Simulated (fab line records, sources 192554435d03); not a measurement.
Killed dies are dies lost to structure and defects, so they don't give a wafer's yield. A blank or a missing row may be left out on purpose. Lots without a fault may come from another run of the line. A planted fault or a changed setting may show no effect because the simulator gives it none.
Split-lot experiment | flow n5_finfet | 7 lots, 21 wafers read, on a route of 1938 steps

THE SPLIT
At N5_BEOL_M11_PECVD_70 (deposits SiO2 from TEOS/O2, target thk 20 nm, time 22.7 s), the setting temp_c was moved away from the recipe's 400 C on 9 of the 21 wafers read, by -3.5% to +4.3%. The other wafers ran this setting at the recipe's value.

The reading is taken at the split's own step.

THE READING
SiO2_of_BEOL_M11_PECVD_70.thk_nm (the simulator's own value, which no gauge read), in nm, at N5_BEOL_M11_PECVD_70 (deposits SiO2 from TEOS/O2, target thk 20 nm, time 22.7 s). The file gives no usual value for it. The 12 wafers here that ran the recipe average 19.9 nm, standard deviation 0.29 nm.

wafer  | tool, chamber at the split | temp_c as run, C | against the recipe | SiO2_of_BEOL_M11_PECVD_70.thk_nm, nm | against lot-mates on the recipe
L076.2 | pecvd-04, 1                | 400              | recipe             | 19.8                                 | -
L076.5 | pecvd-04, 1                | 400              | recipe             | 20.4                                 | -
L076.6 | pecvd-04, 2                | 404.7            | +1.2%              | 19.6                                 | -0.5
L080.1 | pecvd-01, 0                | 394.8            | -1.3%              | 20.4                                 | +0.6
L080.3 | pecvd-01, 2                | 394.8            | -1.3%              | 20.2                                 | +0.4
L080.6 | pecvd-01, 1                | 400              | recipe             | 19.8                                 | -
L079.1 | pecvd-04, 2                | 417.4            | +4.3%              | 17.2                                 | -2.5
L079.2 | pecvd-04, 0                | 400              | recipe             | 19.4                                 | -
L079.3 | pecvd-04, 2                | 400              | recipe             | 20                                   | -
L083.4 | pecvd-04, 0                | 400              | recipe             | 19.6                                 | -
L083.5 | pecvd-04, 1                | 386              | -3.5%              | 22.2                                 | +2.6
L083.6 | pecvd-04, 2                | 386              | -3.5%              | 21.8                                 | +2.2
L086.2 | pecvd-04, 1                | 388.9            | -2.8%              | 21.4                                 | +1.8
L086.3 | pecvd-04, 0                | 400              | recipe             | 19.6                                 | -
L086.4 | pecvd-04, 2                | 388.9            | -2.8%              | 21.6                                 | +2.0
L091.1 | pecvd-03, 0                | 400              | recipe             | 19.6                                 | -
L091.2 | pecvd-03, 2                | 390.3            | -2.4%              | 20.4                                 | +0.5
L091.3 | pecvd-03, 0                | 400              | recipe             | 20.2                                 | -
L092.3 | pecvd-01, 1                | 400              | recipe             | 19.8                                 | -
L092.4 | pecvd-01, 0                | 400              | recipe             | 20.2                                 | -
L092.5 | pecvd-01, 1                | 400              | recipe             | 20                                   | -

THE FIT
A straight line over all 21 wafers: SiO2_of_BEOL_M11_PECVD_70.thk_nm changes by -0.558 nm for each +1% of temp_c; r = -0.95; the points scatter about the line by 0.34 nm.
The same after taking each lot's own level away (the mean of its wafers on the recipe; 21 wafers): -0.595 nm for each +1%; r = -0.95; scatter 0.34 nm.
On that fit, the largest move of temp_c shifts the reading by 2.6 nm.
The lots' own levels span 19.60 to 20.10 nm, that is 1.7 times the standard deviation above.
So the lot-to-lot level changes the slope little: the two slopes agree.
Check: with one of the wafers moved furthest among these (+4.3%) left out of the fit, the line predicts -2.67 nm for it against its lot-mates. It came out at -2.5 nm against them.

OTHER SPLITS ON THESE WAFERS
These wafers also went through other splits before the reading. Each is held against what the fit with the lots' levels taken away leaves over:
other split on the same wafers | wafers away from the commonest value | r with SiO2_of_BEOL_M11_PECVD_70.thk_nm (lot level and that fit taken away)
N5_BEOL_M10_EXPOSE_08 dose_mj  | 6                                    | +0.38

THE FILE'S OWN FIT
SiO2_of_BEOL_M11_PECVD_70.thk_nm changes by -0.565 nm for each +1% of temp_c, r = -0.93.
